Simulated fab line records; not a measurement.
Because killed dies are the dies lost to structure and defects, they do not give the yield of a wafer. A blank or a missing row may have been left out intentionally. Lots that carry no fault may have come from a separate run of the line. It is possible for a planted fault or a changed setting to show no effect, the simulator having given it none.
Matching of chambers -- flow n5 finfet -- rie diel-02 running N5_BEOL_M0_CUTY_DESCUM_61: 4 sister chambers
The step chemistry O2, time 7.9 s. 18 wafers are shown with their chamber, then 9 later ones without.

WAFERS PAIRED WITH THEIR CHAMBERS
wafer,chamber,showerhead plenum p Torr (Torr),drypump motor current A (A),oes product au (a.u.)
L074.3,2,2.13,5.8,0.82
L074.4,1,2.01,5.9,0.76
L074.6,2,2.13,5.7,0.83
L081.3,1,2.00,5.8,0.76
L081.5,1,2.00,5.8,0.76
L081.6,2,2.12,5.8,0.81
L082.2,2,2.12,5.7,0.81
L082.4,3,2.06,5.9,0.91
L082.5,2,2.12,5.7,0.81
L090.1,1,2.00,5.9,0.74
L090.2,0,2.08,5.3,0.73
L090.3,3,2.06,5.9,0.88
L090.4,1,2.00,5.9,0.74
L090.5,0,2.08,5.3,0.73
L090.6,3,2.06,5.9,0.88
L091.1,0,2.08,5.3,0.74
L091.2,3,2.06,5.9,0.88
L091.4,0,2.08,5.3,0.74

SIGNATURES (averages over the wafers above)
reading,chamber 0,chamber 1,chamber 2,chamber 3,scatter within a chamber
showerhead plenum p Torr,2.0800,2.0020,2.1240,2.0600,0.00378
drypump motor current A,5.300,5.860,5.740,5.900,0.0414
oes product au,0.7350,0.7520,0.8160,0.8875,0.0106
Rule: a wafer lies at a distance from a chamber equal to the root of the sum of squares, over the readings, of (its reading less the chamber's mean, divided by the reading's scatter). If the next closest chamber is less than 2 further off than the closest, the wafer can't be placed; otherwise it belongs to the closest. How the scatter is found: for the shown wafers, subtract from each reading the mean of its chamber, square and add these, divide the total by (wafers less chambers), then take the root.

WAFERS WHOSE CHAMBER IS MISSING
wafer,showerhead plenum p Torr (Torr),drypump motor current A (A),oes product au (a.u.)
L094.3,2.05,5.9,0.86
L094.4,2.05,5.9,0.86
L094.6,1.99,5.8,0.73
L096.1,2.07,5.2,0.73
L096.2,1.99,5.9,0.72
L096.3,2.11,5.8,0.79
L096.4,2.11,5.8,0.80
L096.5,2.07,5.3,0.73
L096.6,1.99,5.8,0.73

EACH ONE'S CHAMBER
wafer,from the rows above,in truth
L094.3,3,3
L094.4,3,3
L094.6,1,1
L096.1,0,0
L096.2,1,1
L096.3,2,2
L096.4,2,2
L096.5,0,0
L096.6,1,1
Correctly placed: 9 of 9. Number that these rows cannot place: 0. Placed wrongly: 0.
